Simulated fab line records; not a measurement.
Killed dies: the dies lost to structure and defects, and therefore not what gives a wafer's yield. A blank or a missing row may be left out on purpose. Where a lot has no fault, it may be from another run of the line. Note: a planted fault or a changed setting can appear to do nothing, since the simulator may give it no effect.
fab line records -- flow nand-harc
record lots=12, wafers=36, last-day=25
route steps=1159 shown P_M2@349 THIN_TSV@1119 END@1159
lots that met no fault: taken from a fault-free run of the same line
start-h: the number of hours between the record's first day and the start of the first shown wafer of the lot -- wait-h: hours since the lot's step before -- " same as the row above -- L1.1+2: a row that stands for several wafers -- - no value present, or no start provided -- * or withheld: withheld -- < > ~ a bound
route shown NAME@n: a module of which the file shows steps, and the number in the route of the first -- usual: mean/standard deviation of fault-free wafers -- same: alike in all rows -- chamber/n: place in a boat -- sites: the reading at each site -- _std_site: the values' standard deviation -- _edge_site: the outer-site mean with the inner-site mean subtracted -- radius-mm: for every site, how far away it sits from the centre of the wafer -- mask NAME#n: copy n -- behind: the tool/chamber that last shaped the wafer -- hold: why the lot was held/for how many hours/how that ended -- device: the n, p or np transistor that did not switch -- end of line: the same wafers' tests at the end of the route -- for a step that has no rows: nothing shown but its recipe -- killed: not the wafer's yield, but the dies lost to structure and defects at the first sort -- map: shows each die of a wafer: x if killed, . if not, _ if none is there
set.NAME: the setting the step ran with; set.NAME@STEP: the setting that earlier step ran with -- model.NAME: the simulator's own value behind a step, which no gauge read
one table for each step of the route and one row for each wafer, over a sample of lots
services: the hour from which a tool's chamber was out of use, counted from the record's first day as start-h (under 0 if before that day), plus the number of hours and why
## steps
# step NHARC_P_M2_PRE_CLEAN_32
# recipe time-s=12, temp-c=370, rf-power-w=300, gas=NH3
# usual heater-power-w=622/71, susceptor-temp-C=369.99/0.22
# same time-s=12
lot.wafer,tool,chamber,start-h,wait-h,heater-power-w,susceptor-temp-C
L501.3,pecvd-01,1,130.55,0.1,606,370.13
L501.4,pecvd-01,1,130.55,0.1,607,369.94
L501.5,pecvd-01,2,130.55,0.1,575,369.94
L502.1,pecvd-04,0,141.74,0.1,747,370.14
L502.5,pecvd-04,2,141.74,0.1,719,370.07
L502.4,pecvd-04,0,141.74,0.1,758,370.10
L506.2,pecvd-01,1,153.97,0.1,672,370.08
L506.1,pecvd-01,2,153.97,0.1,568,369.32
L506.5,pecvd-01,1,153.97,0.1,686,369.99
L508.6,pecvd-03,2,162.51,0.1,561,370.02
L508.5,pecvd-03,0,162.51,0.1,561,370.23
L508.4,pecvd-03,1,162.51,0.1,605,369.78
L509.1,pecvd-03,1,175.52,0.1,575,370.02
L509.2,pecvd-03,2,175.52,0.1,478,369.97
L509.4,pecvd-03,0,175.52,0.1,560,369.85
L510.2,pecvd-03,1,176.54,0.1,610,370.19
L510.3,pecvd-03,0,176.54,0.1,538,370.49
L510.5,pecvd-03,2,176.54,0.1,511,369.76
L511.1,pecvd-01,0,191.21,0.1,649,369.83
L511.5,pecvd-01,1,191.21,0.1,652,369.99
L511.4,pecvd-01,2,191.21,0.1,587,369.97
L512.1,pecvd-04,1,192.22,0.1,641,369.92
L512.2,pecvd-04,2,192.22,0.1,713,369.96
L512.4,pecvd-04,1,192.22,0.1,626,370.14
L513.2,pecvd-03,2,205.26,0.1,525,369.81
L513.1,pecvd-03,1,205.26,0.1,647,369.77
L513.4,pecvd-03,2,205.26,0.1,525,370.00
L514.2,pecvd-03,1,206.07,0.1,617,370.17
L514.4,pecvd-03,0,206.07,0.1,522,369.99
L514.5,pecvd-03,2,206.07,0.1,499,369.90
L521.2,pecvd-03,2,239.21,0.1,566,369.87
L521.3,pecvd-03,1,239.21,0.1,635,370.13
L521.4,pecvd-03,0,239.21,0.1,524,369.79
L523.1,pecvd-03,2,264.88,0.1,505,370.05
L523.3,pecvd-03,0,264.88,0.1,576,370.43
L523.5,pecvd-03,0,264.88,0.1,572,370.23
# step NHARC_THIN_TSV_ETCH_44
# recipe target-depth-a=15942, time-s=797.1, cf4-flow-sccm=150, o2-flow-sccm=10, ar-flow-sccm=0, rf-w=300, bias-w=800, chemistry=CF4/O2
# usual drypump-motor-current-A=5.7/0.47, oes-product-au=1.001/0.0088, rf-vpp-V=795/4.5, showerhead-plenum-p-Torr=1.84/0.073, throttle-valve-pct=16.914/0.0095
# same time-s=797.1
lot.wafer,tool,chamber,start-h,wait-h,drypump-motor-current-A,oes-product-au,rf-hours-counter-h,rf-vpp-V,showerhead-plenum-p-Torr,throttle-valve-pct
L501.3,rie-diel-10,3,421.27,0.1,5.3,0.998,4,788,1.74,16.911
L501.4,rie-diel-10,0,421.27,0.1,6.6,1.001,4,799,1.92,16.932
L501.5,rie-diel-10,0,421.27,0.1,6.6,1.006,-,801,1.92,16.924
L502.1,rie-diel-10,3,436.08,0.6,5.4,1.006,4,789,1.74,16.923
L502.4,rie-diel-10,0,436.08,0.6,6.6,1.011,5,799,1.92,16.902
L502.5,rie-diel-10,3,436.08,0.6,5.4,1.017,-,788,1.74,16.906
L506.1,rie-diel-10,2,439.99,0.1,5.7,1.004,5,800,1.91,16.914
L506.2,rie-diel-10,3,439.99,0.1,5.3,1.010,5,787,1.74,16.906
L506.5,rie-diel-10,2,439.99,0.1,5.7,1.008,-,799,1.91,16.911
L508.4,rie-diel-06,0,455.36,0.1,5.7,0.999,4,794,1.83,16.910
L508.5,rie-diel-06,0,455.36,0.1,5.7,1.000,-,792,1.83,16.931
L508.6,rie-diel-06,1,455.36,0.1,5.6,0.990,-,801,1.93,16.928
L510.3,rie-diel-06,2,468.45,0.2,6.2,1.005,3,800,1.92,16.926
L510.2,rie-diel-06,3,468.45,0.2,6.5,0.986,5,788,1.72,16.915
L510.5,rie-diel-06,0,468.45,0.2,5.6,0.995,-,794,1.83,16.918
L509.4,rie-diel-10,3,469.83,0.1,5.4,1.000,7,789,1.74,16.896
L509.2,rie-diel-10,0,469.83,0.1,6.6,1.003,8,799,1.92,16.914
L509.1,rie-diel-10,1,469.83,0.1,5.2,1.012,7,789,1.76,16.913
L511.4,rie-diel-10,2,483.90,0.1,5.7,1.013,9,799,1.91,16.933
L511.1,rie-diel-10,3,483.90,0.1,5.3,0.989,9,788,1.74,16.912
L511.5,rie-diel-10,1,483.90,0.1,5.2,1.009,-,791,1.76,16.921
L512.2,rie-diel-13,1,485.13,0.2,5.9,0.983,1,795,1.83,16.914
L512.1,rie-diel-13,2,485.13,0.2,4.9,1.010,1,790,1.76,16.881
L512.4,rie-diel-13,2,485.13,0.2,4.9,1.004,-,788,1.76,16.904
L514.4,rie-diel-13,2,491.88,0.2,4.9,0.994,2,791,1.76,16.919
L514.2,rie-diel-13,3,491.88,0.2,5.8,1.000,1,798,1.87,16.926
L514.5,rie-diel-13,0,491.88,0.2,5.7,1.005,-,799,1.89,16.912
L513.2,rie-diel-06,0,502.36,0.1,5.7,1.009,11,793,1.82,16.906
L513.1,rie-diel-06,1,502.36,0.1,5.6,0.995,11,800,1.93,16.912
L513.4,rie-diel-06,2,502.36,0.1,6.2,1.022,8,799,1.92,16.911
L521.3,rie-diel-06,2,531.57,0.1,6.2,1.008,11,798,1.91,16.911
L521.2,rie-diel-06,3,531.57,0.1,6.5,1.011,13,787,1.72,16.914
L521.4,rie-diel-06,2,531.57,0.1,6.2,1.023,-,800,1.91,16.923
L523.3,rie-diel-13,1,568.53,0.1,5.9,0.987,8,794,1.83,16.915
L523.1,rie-diel-13,0,568.53,0.1,5.7,0.996,7,797,1.89,16.928
L523.5,rie-diel-13,1,568.53,0.1,5.9,0.990,-,793,1.83,16.914
# step NHARC_THIN_TSV_DEP_47
# recipe target-thk-a=2000, temp-c=withheld, pressure-torr=6.5, rf-w=900, teos-flow-sccm=161.4, flow-sccm=2650, target-thk-nm=200, gas=O2, material=SiO2
# usual flow-sccm=2649/7.6, throttle-valve-pct=15.9/0.68
lot.wafer,tool,chamber,start-h,wait-h,flow-sccm,throttle-valve-pct
L501.3,pecvd-02,0,422.86,-,2651,17.0
L501.5,pecvd-02,0,422.86,-,2645,17.0
L501.4,pecvd-02,1,422.86,-,2653,15.6
L502.1,pecvd-01,2,437.63,-,2654,15.7
L502.5,pecvd-01,0,437.63,-,2650,14.4
L502.4,pecvd-01,1,437.63,-,2652,15.9
L506.1,pecvd-04,1,441.59,-,2653,16.3
L506.2,pecvd-04,2,441.59,-,2645,16.0
L506.5,pecvd-04,0,441.59,-,2641,16.2
L508.4,pecvd-01,0,457.08,-,2643,14.4
L508.6,pecvd-01,0,457.08,-,2637,14.5
L508.5,pecvd-01,1,457.08,-,2652,15.9
L510.2,pecvd-04,0,469.92,-,2644,16.1
L510.3,pecvd-04,1,469.92,-,2655,16.2
L510.5,pecvd-04,2,469.92,-,2651,16.0
L509.1,pecvd-01,0,471.41,-,2653,14.5
L509.2,pecvd-01,1,471.41,-,2648,15.9
L509.4,pecvd-01,2,471.41,-,2647,15.7
L511.1,pecvd-04,1,485.53,-,2645,16.3
L511.5,pecvd-04,2,485.53,-,2651,15.9
L511.4,pecvd-04,1,485.53,-,2640,16.4
L512.2,pecvd-01,1,486.76,-,2642,16.0
L512.1,pecvd-01,2,486.76,-,2647,15.8
L512.4,pecvd-01,1,486.76,-,2652,16.0
L514.2,pecvd-04,0,493.74,-,2666,15.9
L514.5,pecvd-04,2,493.74,-,2648,15.8
L514.4,pecvd-04,0,493.74,-,2655,15.9
L513.1,pecvd-02,1,503.95,-,2659,15.7
L513.2,pecvd-02,0,503.95,-,2633,17.1
L513.4,pecvd-02,1,503.95,-,2655,15.8
L521.2,pecvd-02,2,533.30,-,2653,15.0
L521.3,pecvd-02,0,533.30,-,2651,17.1
L521.4,pecvd-02,0,533.30,-,2653,16.8
L523.1,pecvd-01,0,570.15,-,2642,14.3
L523.3,pecvd-01,2,570.15,-,2641,15.7
L523.5,pecvd-01,2,570.15,-,2656,15.8
# step NHARC_THIN_TSV_CMP_21
# recipe t-overpolish-s=30, target-thk-nm=2000
# usual motor-current-A=11.7/1.3, overpolish-run-s=29.999/0.0087, slurry-filter-dp-kPa=13.48/0.14
lot.wafer,tool,chamber,start-h,wait-h,motor-current-A,overpolish-run-s,slurry-filter-dp-kPa
L501.4,cmp-01,3,425.43,-,12.1,29.990,13.47
L501.3,cmp-01,0,425.43,-,14.2,29.979,13.16
L501.5,cmp-01,3,425.43,-,10.8,30.000,13.85
L502.4,cmp-02,1,440.12,-,12.4,29.987,13.39
L502.1,cmp-02,2,440.12,-,13.2,29.997,13.47
L502.5,cmp-02,1,440.12,-,11.5,29.985,13.52
L506.2,cmp-04,3,444.47,-,11.5,29.981,13.61
L506.1,cmp-04,0,444.47,-,12.7,29.994,13.29
L506.5,cmp-04,0,444.47,-,13.0,30.009,13.68
L508.4,cmp-01,0,459.68,-,12.9,29.992,13.74
L508.5,cmp-01,1,459.68,-,12.6,29.991,13.27
L508.6,cmp-01,2,459.68,-,10.9,29.992,13.55
L510.3,cmp-04,3,472.38,-,12.1,29.997,13.74
L510.2,cmp-04,1,472.38,-,8.7,30.000,13.54
L510.5,cmp-04,3,472.38,-,11.7,29.996,13.36
L509.4,cmp-04,1,473.86,-,9.1,30.001,13.38
L509.1,cmp-04,3,473.86,-,11.5,30.006,13.61
L509.2,cmp-04,0,473.86,-,11.9,29.998,13.50
L511.4,cmp-02,3,487.98,-,11.9,29.995,13.42
L511.1,cmp-02,0,487.98,-,10.0,30.002,13.59
L511.5,cmp-02,2,487.98,-,14.0,30.002,13.54
L512.1,cmp-01,1,489.31,-,11.9,30.003,13.53
L512.2,cmp-01,3,489.31,-,11.4,29.994,13.12
L512.4,cmp-01,0,489.31,-,14.1,29.999,13.73
L514.4,cmp-01,1,496.20,-,12.1,30.004,13.43
L514.2,cmp-01,2,496.20,-,10.9,29.994,13.54
L514.5,cmp-01,3,496.20,-,10.8,29.993,13.42
L513.1,cmp-04,0,506.51,-,12.7,29.999,13.20
L513.4,cmp-04,1,506.51,-,9.1,29.997,13.47
L513.2,cmp-04,3,506.51,-,10.6,30.004,13.29
L521.2,cmp-02,3,535.85,-,11.3,30.004,13.21
L521.4,cmp-02,0,535.85,-,10.1,29.997,13.52
L521.3,cmp-02,1,535.85,-,12.9,30.011,13.35
L523.1,cmp-04,1,572.68,-,9.6,30.006,13.39
L523.3,cmp-04,2,572.68,-,11.9,30.002,13.61
L523.5,cmp-04,2,572.68,-,11.8,30.003,13.50
# step NHARC_END_SORT_01
# recipe temp-c=25
# usual defect-limited-yield=95.4/1.8, killed-at-array=27/11, killed-at-other=0.7/1.1, killed-at-periphery=3.4/2.1, killed-dies=31/12, killed-open=3.6/2, killed-short=2.0/1.3, sort_bin_2_pct=1.5/0.71, sort_bin_3_pct=0.25/0.22, sort_bin_4_pct=2.9/1.2, sort-n-pass=646/12, sort-rim-yield-pct=95.0/2.5, sort-yield-pct=95.4/1.8
# same gross-dies=677, sort_bin_5_pct[%]=0, sort_bin_6_pct[%]=0, sort_bin_7_pct[%]=0, sort_bin_8_pct[%]=0, sort-rim-n-gross=106.00
lot.wafer,tool,chamber,start-h,wait-h,defect-limited-yield[%],killed-at-array,killed-at-other,killed-at-periphery,killed-dies,killed-open,killed-short,sort_bin_2_pct[%],sort_bin_3_pct[%],sort_bin_4_pct[%],sort-n-pass,sort-rim-yield-pct[%],sort-yield-pct[%]
L502.1,prober-02,0,450.76,2.5,96.2,21,0,5,26,0,3,0.9,0.74,2.2,651,95.3,96.2
L502.4,prober-02,0,453.15,3.4,94.2,36,0,3,39,3,3,1.5,0.30,4.0,638,94.3,94.2
L502.5,prober-02,0,453.94,3.7,93.5,38,0,6,44,6,2,2.4,0,4.1,633,91.5,93.5
L511.1,prober-02,0,498.36,2.5,96.8,19,0,3,22,4,2,1.3,0.15,1.8,655,97.2,96.8
L511.4,prober-02,0,500.75,3.4,96.9,19,0,2,21,8,3,0.6,0.15,2.4,656,93.4,96.9
L511.5,prober-02,0,501.54,3.7,97.9,11,0,3,14,1,3,1.0,0,1.0,663,93.4,97.9
L512.1,prober-01,0,498.39,2.5,93.6,39,1,3,43,1,2,1.3,0.59,4.4,634,96.2,93.6
L512.2,prober-01,0,499.19,2.8,93.8,36,0,6,42,6,3,1.9,0.30,4.0,635,95.3,93.8
L512.4,prober-01,0,500.79,3.4,94.8,34,0,1,35,3,2,1.5,0.30,3.4,642,99.1,94.8
L514.2,prober-01,0,507.00,2.8,94.1,36,0,4,40,6,4,1.8,0.15,4.0,637,96.2,94.1
L514.4,prober-01,0,508.59,3.4,93.4,38,0,7,45,2,4,1.6,0.74,4.3,632,96.2,93.4
L514.5,prober-01,0,509.38,3.7,93.9,36,0,5,41,6,0,1.5,0.15,4.4,636,95.3,93.9
L513.1,prober-02,0,518.60,2.4,92.0,50,1,3,54,7,1,3.7,0,4.3,623,95.3,92.0
L513.2,prober-02,0,519.39,2.8,91.4,55,1,2,58,4,1,2.8,0,5.8,619,93.4,91.4
L513.4,prober-02,0,520.98,3.4,90.8,56,0,6,62,3,1,1.9,0.44,6.8,615,92.5,90.8
L521.2,prober-01,0,547.24,2.8,84.6,15,0,89,104,1,1,5.9,3.55,5.9,573,95.3,84.6
L521.3,prober-01,0,548.04,3.1,97.6,15,0,1,16,2,2,0.7,0,1.6,661,95.3,97.6
L521.4,prober-01,0,548.84,3.4,96.2,20,1,5,26,3,2,1.9,0.15,1.8,651,95.3,96.2
L523.1,prober-01,0,588.30,2.5,82.4,29,4,86,119,4,1,7.4,3.84,6.4,558,87.7,82.4
L523.3,prober-01,0,589.91,3.1,95.3,26,4,2,32,6,1,1.6,0.15,3.0,645,91.5,95.3
L523.5,prober-01,0,591.52,3.7,95.0,30,2,2,34,5,1,1.2,0.15,3.7,643,93.4,95.0
# killed by level:class
L502.1 A_CHANNEL_HOLE_D1:chamber-film-flake=10 P_M1:chamber-film-flake=3 A_SLIT:chamber-film-flake=3 A_STAIRCASE:chamber-film-flake=3 P_STI:chamber-film-flake=2 A_ZERO_WELL:chamber-film-flake=2 A_CHANNEL_HOLE_D1:geometric-particle:short=1 A_CHANNEL_FILL_D1:geometric-particle:short=1
L502.4 A_CHANNEL_HOLE_D1:chamber-film-flake=11 A_SLIT:chamber-film-flake=11 A_CONTACT:chamber-film-flake=4 P_M1:chamber-film-flake=2 A_STAIRCASE:chamber-film-flake=2 A_ONON_D1:geometric-particle:short=1 A_CHANNEL_FILL_D1:geometric-particle:open=1 A_CHANNEL_FILL_D1:geometric-particle:short=1
L502.5 A_CHANNEL_HOLE_D1:chamber-film-flake=15 A_SLIT:chamber-film-flake=13 P_M1:chamber-film-flake=3 P_M1:geometric-particle:open=2 A_ONON_D1:geometric-particle:short=2 A_STAIRCASE:chamber-film-flake=2 A_CONTACT:chamber-film-flake=2 A_CHANNEL_FILL_D1:geometric-particle:open=1
L511.1 A_STAIRCASE:chamber-film-flake=5 A_CHANNEL_HOLE_D1:chamber-film-flake=4 A_CONTACT:chamber-film-flake=4 P_GATE:chamber-film-flake=2 A_SOURCE_PLATE:geometric-particle:short=1 A_CHANNEL_FILL_D1:geometric-particle:open=1 A_WL_FILL:geometric-particle:open=1 A_CONTACT:geometric-particle:open=1
L512.1 A_CHANNEL_HOLE_D1:chamber-film-flake=21 A_STAIRCASE:chamber-film-flake=6 A_WL_FILL:chamber-film-flake=5 P_ZERO_WELL:chamber-film-flake=3 A_SGD_CUT:chamber-film-flake=2 A_WL_FILL:geometric-particle:short=1 A_WL_FILL:geometric-particle:open=1 A_CONTACT:geometric-particle:short=1
L512.2 A_CHANNEL_HOLE_D1:chamber-film-flake=20 A_STAIRCASE:chamber-film-flake=4 P_M0:chamber-film-flake=3 A_CONTACT:chamber-film-flake=3 A_CONTACT:geometric-particle:open=2 P_M0:geometric-particle:open=1 A_ONON_D1:geometric-particle:open=1 A_ONON_D1:geometric-particle:short=1
L511.4 A_STAIRCASE:chamber-film-flake=7 A_CONTACT:geometric-particle:open=4 P_M0:geometric-particle:open=1 A_ONON_D1:geometric-particle:open=1 A_ONON_D1:geometric-particle:short=1 A_CHANNEL_FILL_D1:geometric-particle:short=1 A_WL_FILL:geometric-particle:short=1 A_WL_FILL:geometric-particle:open=1
L512.4 A_CHANNEL_HOLE_D1:chamber-film-flake=21 A_STAIRCASE:chamber-film-flake=4 A_WL_FILL:chamber-film-flake=3 P_M0:geometric-particle:short=1 A_ONON_D1:geometric-particle:short=1 A_CONTACT:geometric-particle:open=1 A_BLC:geometric-particle:open=1 A_M0:geometric-particle:open=1
L511.5 A_CHANNEL_HOLE_D1:chamber-film-flake=4 P_GATE:chamber-film-flake=2 A_STAIRCASE:chamber-film-flake=2 P_M0:geometric-particle:short=1 A_ONON_D1:geometric-particle:open=1 A_CHANNEL_HOLE_D1:geometric-particle:short=1 A_SGD_CUT:geometric-particle:short=1 A_ZERO_WELL:chamber-film-flake=1
L514.2 A_CHANNEL_HOLE_D1:chamber-film-flake=20 A_CONTACT:chamber-film-flake=5 A_CONTACT:geometric-particle:open=2 A_CONTACT:geometric-particle:short=2 P_M1:chamber-film-flake=2 P_M0:geometric-particle:open=1 A_SOURCE_PLATE:geometric-particle:short=1 A_CHANNEL_FILL_D1:geometric-particle:open=1
L514.4 A_CHANNEL_HOLE_D1:chamber-film-flake=23 A_CONTACT:chamber-film-flake=7 P_M1:chamber-film-flake=4 A_WL_FILL:geometric-particle:short=3 A_WL_FILL:chamber-film-flake=3 P_M1:geometric-particle:open=1 A_CHANNEL_FILL_D1:geometric-particle:short=1 A_BLC:geometric-particle:open=1
L514.5 A_CHANNEL_HOLE_D1:chamber-film-flake=26 A_CONTACT:chamber-film-flake=4 A_WL_FILL:geometric-particle:open=2 A_BLC:geometric-particle:open=2 P_GATE:chamber-film-flake=2 P_M1:chamber-film-flake=2 P_CONTACT:geometric-particle:open=1 A_CHANNEL_FILL_D1:geometric-particle:open=1
L513.1 A_CHANNEL_HOLE_D1:chamber-film-flake=21 A_STAIRCASE:chamber-film-flake=10 A_SLIT:chamber-film-flake=7 A_CONTACT:chamber-film-flake=3 A_WL_FILL:geometric-particle:open=2 P_ZERO_WELL:chamber-film-flake=2 P_CONTACT:geometric-particle:open=1 A_ONON_D1:geometric-particle:open=1
L513.2 A_CHANNEL_HOLE_D1:chamber-film-flake=18 A_STAIRCASE:chamber-film-flake=15 A_SLIT:chamber-film-flake=12 A_CONTACT:chamber-film-flake=3 A_ONON_D1:geometric-particle:open=2 P_ZERO_WELL:chamber-film-flake=2 A_CHANNEL_FILL_D1:geometric-particle:open=1 A_WL_FILL:geometric-particle:open=1
L513.4 A_CHANNEL_HOLE_D1:chamber-film-flake=20 A_SLIT:chamber-film-flake=19 A_STAIRCASE:chamber-film-flake=12 A_CHANNEL_FILL_D1:geometric-particle:open=2 P_ZERO_WELL:chamber-film-flake=2 P_M1:chamber-film-flake=2 A_SGD_CUT:geometric-particle:short=1 A_CONTACT:geometric-particle:open=1
L521.2 P_M2:unspecified=89 A_SLIT:chamber-film-flake=6 A_CHANNEL_HOLE_D1:chamber-film-flake=4 A_CONTACT:chamber-film-flake=3 A_CHANNEL_FILL_D1:geometric-particle:open=1 A_SGD_CUT:geometric-particle:short=1
L521.3 A_SLIT:chamber-film-flake=5 A_SGD_CUT:chamber-film-flake=3 A_CONTACT:chamber-film-flake=3 P_STI:geometric-particle:short=1 A_WL_FILL:geometric-particle:open=1 A_M0:geometric-particle:open=1 A_M1:geometric-particle:short=1 A_CHANNEL_HOLE_D1:chamber-film-flake=1
L521.4 A_SLIT:chamber-film-flake=9 A_CHANNEL_HOLE_D1:chamber-film-flake=5 P_GATE:chamber-film-flake=2 P_GATE:geometric-particle:open=1 A_CHANNEL_HOLE_D1:geometric-particle:open=1 A_WL_FILL:geometric-particle:short=1 A_M1:geometric-particle:short=1 STARTING-WAFER:geometric-particle:open=1
L523.1 P_M2:unspecified=80 A_SLIT:chamber-film-flake=11 A_CHANNEL_HOLE_D1:chamber-film-flake=10 THIN_TSV:chamber-film-flake=4 P_ZERO_WELL:chamber-film-flake=3 A_CONTACT:geometric-particle:open=2 A_WL_FILL:chamber-film-flake=2 A_CONTACT:chamber-film-flake=2
L523.3 A_SLIT:chamber-film-flake=9 A_CHANNEL_HOLE_D1:chamber-film-flake=7 A_CONTACT:chamber-film-flake=3 THIN_TSV:chamber-film-flake=3 P_GATE:geometric-particle:open=1 P_CONTACT:geometric-particle:short=1 A_CHANNEL_HOLE_D1:geometric-particle:open=1 A_CONTACT:geometric-particle:open=1
L523.5 A_SLIT:chamber-film-flake=12 A_CHANNEL_HOLE_D1:chamber-film-flake=11 P_CONTACT:geometric-particle:open=2 THIN_TSV:chamber-film-flake=2 A_CHANNEL_HOLE_D1:geometric-particle:open=1 A_CONTACT:geometric-particle:open=1 A_BLC:geometric-particle:open=1 A_M0:geometric-particle:short=1
## services
tool,chamber,start-h,hours,kind
pecvd-03,-,111.13,13.0,pm
rie-diel-10,2,130.99,34.8,repair
cmp-04,-,142.00,6.0,repair
pecvd-03,-,156.91,0.2,repair
rie-diel-10,-,176.50,9.0,pm
pecvd-04,-,195.33,13.0,pm
pecvd-01,0,197.05,7.9,repair
cmp-04,-,203.14,4.0,pm
pecvd-01,-,237.19,13.0,pm
pecvd-03,-,292.33,13.0,pm
pecvd-04,2,292.43,19.0,repair
pecvd-03,2,328.95,7.5,repair
pecvd-04,-,376.33,13.0,pm
pecvd-01,0,405.87,5.1,repair
pecvd-03,1,411.13,9.1,repair
pecvd-01,-,418.22,13.0,pm
pecvd-04,0,425.86,6.0,repair
pecvd-01,2,440.47,18.8,repair
pecvd-03,-,443.71,2.3,repair
pecvd-03,-,446.07,0.3,repair
pecvd-03,-,473.33,13.0,pm
pecvd-01,-,501.67,0.3,repair
pecvd-01,2,524.89,2.4,repair
pecvd-04,-,557.33,13.0,pm
## key
first-sign step=NHARC_END_SORT_01, reading=killed-at-periphery, direction=up, sigmas=40, usual=3.4, struck=87.5
effect step=NHARC_END_SORT_01, reading=defect-limited-yield, direction=down, sigmas=6.6, usual=95.4, struck=83.5
more-kills-born-at NHARC_P_M2_PRE_CLEAN_32@pecvd-03=169
met-at NHARC_P_M2_PRE_CLEAN_32
struck-lots L521,L523
struck-wafers L521.2,L523.1
not-acting-at NHARC_THIN_TSV_ETCH_44,NHARC_THIN_TSV_DEP_47,NHARC_THIN_TSV_CMP_21
onset-between 206.07 239.21
fault kind=chamber-particle-source, tool=pecvd-03, chamber=2, onset-h=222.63, steps=NHARC_P_M2_PRE_CLEAN_32, rate-per-visit-cm2=0.77053, end-h=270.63
